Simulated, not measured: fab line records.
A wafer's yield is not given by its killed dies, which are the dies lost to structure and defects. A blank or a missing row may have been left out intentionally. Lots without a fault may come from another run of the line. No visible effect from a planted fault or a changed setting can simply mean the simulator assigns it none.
Chamber matching :: flow nandHarc :: pecvd-04 running NHARC_P_CONTACT_DEP_30: 3 sister chambers
The step deposits SiNx, target thk 30 nm. 14 wafers are shown with their chamber, then 7 later ones without.

WAFERS PAIRED WITH THEIR CHAMBERS
wafer: L075.3
chamber: 2
heaterPowerW (W): 664

wafer: L075.4
chamber: 0
heaterPowerW (W): 881

wafer: L075.5
chamber: 1
heaterPowerW (W): 845

wafer: L077.1
chamber: 1
heaterPowerW (W): 802

wafer: L077.2
chamber: 2
heaterPowerW (W): 675

wafer: L077.4
chamber: 0
heaterPowerW (W): 790

wafer: L081.2
chamber: 1
heaterPowerW (W): 815

wafer: L081.3
chamber: 0
heaterPowerW (W): 794

wafer: L081.4
chamber: 1
heaterPowerW (W): 828

wafer: L082.1
chamber: 1
heaterPowerW (W): 820

wafer: L082.2
chamber: 2
heaterPowerW (W): 639

wafer: L082.4
chamber: 0
heaterPowerW (W): 839

wafer: L088.2
chamber: 1
heaterPowerW (W): 767

wafer: L088.3
chamber: 0
heaterPowerW (W): 834

SIGNATURES (means of the wafers above)
reading: heaterPowerW
chamber 0: 827.60
chamber 1: 812.83
chamber 2: 659.33
scatter within a chamber: 29.8
Rule: distance of a wafer from a chamber = root of the sum over the readings of ((wafer's reading minus chamber's mean) / reading's scatter) squared. If the next closest chamber is less than 2 further off than the closest, the wafer can't be placed; otherwise it belongs to the closest. The scatter: the root of (the sum of the squares of (reading less its chamber's mean) over the shown wafers, divided by (wafers less chambers)).

WAFERS WHOSE CHAMBER IS MISSING
wafer: L088.4
heaterPowerW (W): 805

wafer: L091.1
heaterPowerW (W): 661

wafer: L091.2
heaterPowerW (W): 850

wafer: L091.6
heaterPowerW (W): 850

wafer: L096.3
heaterPowerW (W): 772

wafer: L096.4
heaterPowerW (W): 792

wafer: L096.5
heaterPowerW (W): 872

WHICH CHAMBER EACH ONE RAN IN
wafer: L088.4
from the rows above: can't be placed: 1 or 0
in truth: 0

wafer: L091.1
from the rows above: 2
in truth: 2

wafer: L091.2
from the rows above: can't be placed: 0 or 1
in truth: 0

wafer: L091.6
from the rows above: can't be placed: 0 or 1
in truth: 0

wafer: L096.3
from the rows above: can't be placed: 1 or 0
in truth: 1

wafer: L096.4
from the rows above: can't be placed: 1 or 0
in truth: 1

wafer: L096.5
from the rows above: can't be placed: 0 or 1
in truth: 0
Correct placement for 1 of the 7. Cannot be placed on the basis of these rows: 6; the candidates contain the true chamber in 6. Wrongly placed: 0.
